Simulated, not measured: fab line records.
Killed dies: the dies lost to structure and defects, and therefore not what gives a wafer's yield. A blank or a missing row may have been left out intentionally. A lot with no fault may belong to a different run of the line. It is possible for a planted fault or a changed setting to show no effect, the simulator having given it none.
Which tool did it?    flow n5_finfet    27 wafers from 9 lots sampled at 5 of the route's 1938 steps

== WHAT THE GAUGES SHOWED, per wafer ==
N5_BEOL_M4_RC_MEAS_101.
lot   measured      on         DIBL_N (mV/V)
L138  day 8 01:43   prober-02  37.7 35.6 35.6
L141  day 9 01:07   prober-02  36.7 34.7 35.8
L142  day 9 06:21   prober-02  35.2 36.7 34.6
L150  day 11 05:12  prober-01  37.9 37.9 35.4
L153  day 12 04:16  prober-01  35.6 39.0 35.0
L155  day 12 15:52  prober-02  34.0 35.0 33.0
L159  day 14 02:49  prober-02  36.8 38.6 34.2
L160  day 13 23:46  prober-01  39.8 35.9 35.3
L161  day 14 05:08  prober-01  34.0 35.2 35.9

== WHAT TOOL EACH LOT RAN ON (gives the tool, then ch and the chambers of the sampled wafers, and finally the start) ==
lot   N5_HKMG_FIN_STRIP_89               N5_HKMG_FIN_STRIP_90                N5_HKMG_FIN_ETCHBACK_68           N5_HKMG_FIN_ALD_21
L138  rie_diel-02 ch 1,2,3, day 4 05:31  rie_diel-04 ch 0,2, day 4 06:43     rie_metal-01 ch 0,1, day 4 06:54  ald_metal-02 ch 1,3, day 4 07:23
L141  rie_diel-02 ch 0,3, day 5 01:36    rie_diel-02 ch 0,2,3, day 5 02:52   rie_metal-02 ch 0,1, day 5 03:02  ald_metal-03 ch 1,2,3, day 5 03:34
L142  rie_diel-02 ch 1,2, day 5 04:42    rie_diel-02 ch 1,2,3, day 5 06:00   rie_metal-01 ch 0,1, day 5 06:12  ald_metal-04 ch 0,3, day 5 06:41
L150  rie_diel-01 ch 0,2,3, day 7 05:26  rie_diel-01 ch 1,2,3, day 7 06:47   rie_metal-03 ch 0,1, day 7 06:59  ald_metal-04 ch 0,1,3, day 7 07:33
L153  rie_diel-01 ch 0,2, day 8 00:37    rie_diel-02 ch 2,3, day 8 01:41     rie_metal-03 ch 0,1, day 8 01:53  ald_metal-02 ch 0,2,3, day 8 02:25
L155  rie_diel-04 ch 1,3, day 8 13:35    rie_diel-02 ch 1,3, day 8 14:49     rie_metal-03 ch 0,1, day 8 14:58  ald_metal-03 ch 0,2, day 8 15:30
L159  rie_diel-04 ch 0,1,2, day 9 13:17  rie_diel-04 ch 1,2, day 9 14:31     rie_metal-02 ch 1, day 9 14:40    ald_metal-02 ch 0,1, day 9 15:13
L160  rie_diel-04 ch 1,2, day 9 18:24    rie_diel-04 ch 0,2, day 9 19:29     rie_metal-03 ch 0,1, day 9 19:38  ald_metal-03 ch 0,2, day 9 20:10
L161  rie_diel-04 ch 0,3, day 9 23:31    rie_diel-04 ch 1,2,3, day 10 00:35  rie_metal-03 ch 1, day 10 00:46   ald_metal-04 ch 0,3, day 10 01:17
- N5_HKMG_FIN_STRIP_89: strips SOC in N2/H2, time 20 s.
- N5_HKMG_FIN_STRIP_90: strips SOC in N2/H2, time 20 s.
- N5_HKMG_FIN_ETCHBACK_68: etches the open film in Cl2/Ar, stops on HfO2, target depth 0.5 nm.
- N5_HKMG_FIN_ALD_21: deposits TiN, target thk 1.5 nm, pulse time 1 s, purge time 3 s.

== THE ANSWER, worked out from the rows above alone ==
Rule: usual is defined by the lots themselves. Put in order of their means at a reading, lots are off if they are a third of the lots or fewer, leave a main group of 4 or more, and stand apart from it by a gap of 3 or more times the standard deviation of the main group's means; of several such gaps the widest counts. If all means in a main group match to the digits the tables above print for the reading, that group is not used. A lot without any number at a reading at which 4 lots or more have one is off too. The other lots that the step has rows for count as sound.
Across all readings shown, no lot is off: no conclusion can be drawn from this.

== WHAT WAS PUT IN BY THE SIMULATOR ==
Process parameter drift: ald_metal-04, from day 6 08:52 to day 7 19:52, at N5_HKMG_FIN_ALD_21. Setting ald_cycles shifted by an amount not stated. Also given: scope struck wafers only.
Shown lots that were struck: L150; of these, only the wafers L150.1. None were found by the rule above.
